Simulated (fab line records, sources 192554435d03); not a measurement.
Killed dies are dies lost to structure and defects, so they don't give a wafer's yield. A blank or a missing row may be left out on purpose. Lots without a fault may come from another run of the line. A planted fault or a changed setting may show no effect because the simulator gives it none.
Which tool did it? | flow n5_finfet | 12 lots, 33 wafers sampled, at 5 steps of a route of 1938

WHAT THE GAUGES READ, wafer by wafer
N5_BEOL_M15_THK_MEAS_01.
lot  | measured     | on            | M15_ILD_THK (nm)
L596 | day 11 05:35 | film_metro-02 | 1632 1618 1646
L597 | day 11 15:52 | film_metro-01 | 1630 1653 1675
L599 | day 12 07:36 | film_metro-02 | 1623 1625 1667
L600 | day 12 15:44 | film_metro-01 | 1621 1597 1626
L601 | day 12 16:01 | film_metro-02 | 1628 1648 1652
L606 | day 14 08:22 | film_metro-02 | 1621 1598 1648
L609 | day 14 18:11 | film_metro-02 | 1626 1648 1635
L615 | day 16 04:38 | film_metro-02 | 1606 1666
L614 | day 16 09:21 | film_metro-01 | 1638 1656
L618 | day 17 03:30 | film_metro-01 | 1596 1608 1637
L617 | day 17 18:54 | film_metro-01 | 1621 1638
L619 | day 18 11:57 | film_metro-01 | 1593 1625 1619

N5_BEOL_M15_OVL_MEAS_11.
lot  | measured     | on         | V14_OVL (nm)
L596 | day 11 06:02 | overlay-02 | 9 -8 6
L597 | day 11 16:13 | overlay-01 | -5 -14 -18
L599 | day 12 07:56 | overlay-02 | -7 -6 -10
L600 | day 12 16:06 | overlay-01 | 2 -2 -1
L601 | day 12 16:21 | overlay-01 | 7 0 -2
L606 | day 14 08:50 | overlay-02 | -1 -2 0
L609 | day 14 18:31 | overlay-01 | 13 15 15
L615 | day 16 04:58 | overlay-02 | 4 13
L614 | day 16 09:49 | overlay-01 | 23 17
L618 | day 17 03:58 | overlay-02 | 2 7 0
L617 | day 17 19:14 | overlay-01 | -3 -5
L619 | day 18 12:25 | overlay-02 | -3 -4 -3

N5_BEOL_M15_INSPECT_12: inspects for defects (macro).
lot  | measured     | on                | raw_defect_count
L596 | day 11 06:04 | defect_inspect-02 | 4 3 1
L597 | day 11 16:14 | defect_inspect-01 | 4 2 1
L599 | day 12 07:58 | defect_inspect-01 | 4 3 1
L600 | day 12 16:07 | defect_inspect-02 | 2 3 1
L601 | day 12 16:22 | defect_inspect-01 | 5 4 2
L606 | day 14 08:51 | defect_inspect-02 | 4 3 5
L609 | day 14 18:32 | defect_inspect-02 | 1 0 2
L615 | day 16 04:59 | defect_inspect-02 | 1 1
L614 | day 16 09:50 | defect_inspect-02 | 4 1
L618 | day 17 03:59 | defect_inspect-02 | 4 4 3
L617 | day 17 19:16 | defect_inspect-01 | 0 4
L619 | day 18 12:26 | defect_inspect-01 | 3 5 2

N5_BEOL_M15_CD_MEAS_28: target cd 407.6 nm.
lot  | measured     | on        | cd_nm (nm)
L596 | day 11 07:33 | cd_sem-02 | 408.3 409.1 409.5
L597 | day 11 17:46 | cd_sem-02 | 408.1 407.4 411.1
L599 | day 12 09:31 | cd_sem-01 | 406.0 408.7 407.1
L600 | day 12 17:34 | cd_sem-02 | 407.7 407.0 405.0
L601 | day 12 18:12 | cd_sem-03 | 407.2 410.9 408.1
L606 | day 14 10:31 | cd_sem-03 | 408.3 406.6 408.4
L609 | day 14 20:21 | cd_sem-02 | 409.0 410.0 409.9
L615 | day 16 06:23 | cd_sem-03 | 429.9 431.2
L614 | day 16 11:28 | cd_sem-02 | 427.6 425.3
L618 | day 17 05:52 | cd_sem-02 | 411.1 410.7 409.8
L617 | day 17 21:04 | cd_sem-01 | 406.3 405.8
L619 | day 18 14:05 | cd_sem-01 | 408.2 409.4 410.2

WHICH TOOL RAN EACH LOT (tool, then ch and the chambers of the sampled wafers, then the start)
lot  | N5_BEOL_M15_EXPOSE_25
L596 | krf_scanner-02 ch 0, day 11 07:23
L597 | krf_scanner-02 ch 0, day 11 17:35
L599 | krf_scanner-02 ch 0, day 12 09:21
L600 | krf_scanner-02 ch 0, day 12 17:24
L601 | krf_scanner-01 ch 0, day 12 18:02
L606 | krf_scanner-01 ch 0, day 14 10:21
L609 | krf_scanner-01 ch 0, day 14 20:11
L615 | krf_scanner-02 ch 0, day 16 06:13
L614 | krf_scanner-02 ch 0, day 16 11:19
L618 | krf_scanner-01 ch 0, day 17 05:41
L617 | krf_scanner-01 ch 0, day 17 20:54
L619 | krf_scanner-01 ch 0, day 18 13:55
- N5_BEOL_M15_EXPOSE_25: exposes mask M15, target cd 400 nm.

WHAT THE TOOLS THEMSELVES READ (means of the sampled wafers that have a number; where no wafer has one, the mark that the record gives instead)
N5_BEOL_M15_EXPOSE_25.
lot  | tool           | exposure_dose_mJ_cm2 | stage_vel_mm_s (mm/s)
L596 | krf_scanner-02 | 35.47                | 499.93
L597 | krf_scanner-02 | 35.50                | 500.20
L599 | krf_scanner-02 | 35.52                | 499.70
L600 | krf_scanner-02 | 35.48                | 499.96
L601 | krf_scanner-01 | 35.50                | 499.88
L606 | krf_scanner-01 | 35.91                | 499.92
L609 | krf_scanner-01 | 35.97                | 500.11
L615 | krf_scanner-02 | 40.73                | 500.13
L614 | krf_scanner-02 | 39.70                | 499.99
L618 | krf_scanner-01 | 35.94                | 500.09
L617 | krf_scanner-01 | 35.99                | 500.32
L619 | krf_scanner-01 | 35.98                | 499.64

THE ANSWER, worked out from the rows above alone
Rule: what is usual is taken from the lots themselves. Put in order of their means at a reading, lots are off if they are a third of the lots or fewer, leave a main group of 4 or more, and stand apart from it by a gap of 3 or more times the standard deviation of the main group's means; of several such gaps the widest counts. A main group whose means are all the same, to the digits that the tables above print for the reading, isn't used. A lot without any number at a reading at which 4 lots or more have one is off too. The other lots that the step has rows for count as sound. The gauges are gone through in route order, then the tools' own readings, and for those a lot's mean is taken as printed above. The first step at which some lot is off is used, and at that step the reading that is off furthest; a lot without a number counts as furthest.
Off: L615, L614, at N5_BEOL_M15_CD_MEAS_28 (cd_nm). The main group: mean 408.4 nm, standard deviation 1.3.
A tool fits if, at a process step before that reading, it ran every lot that is off, and no sound lot after the first of them. The gauges at N5_BEOL_M15_CD_MEAS_28 aren't tried: what is off there is off at N5_BEOL_M15_EXPOSE_25 too, on other tools, and a gauge's error can't cause that. One fits: krf_scanner-02 at N5_BEOL_M15_EXPOSE_25. Its last sound lot is L600 (day 12 17:24), its first lot that is off L615 (day 16 06:13): a fault that began between those two fits.
The tool's own readings at N5_BEOL_M15_EXPOSE_25 bear it out: on the lots that are off they differ by more than 5 times the standard deviation of the sound lots' means. exposure_dose_mJ_cm2 reads 40.22 there against 35.73 on the sound lots.

WHAT THE SIMULATOR HAD PUT IN
Process parameter drift: krf_scanner-02, from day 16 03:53 on, at N5_BEOL_M15_EXPOSE_25. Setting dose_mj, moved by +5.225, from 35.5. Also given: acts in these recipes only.
Lots struck among those shown: L615, L614. The rule above found the same.
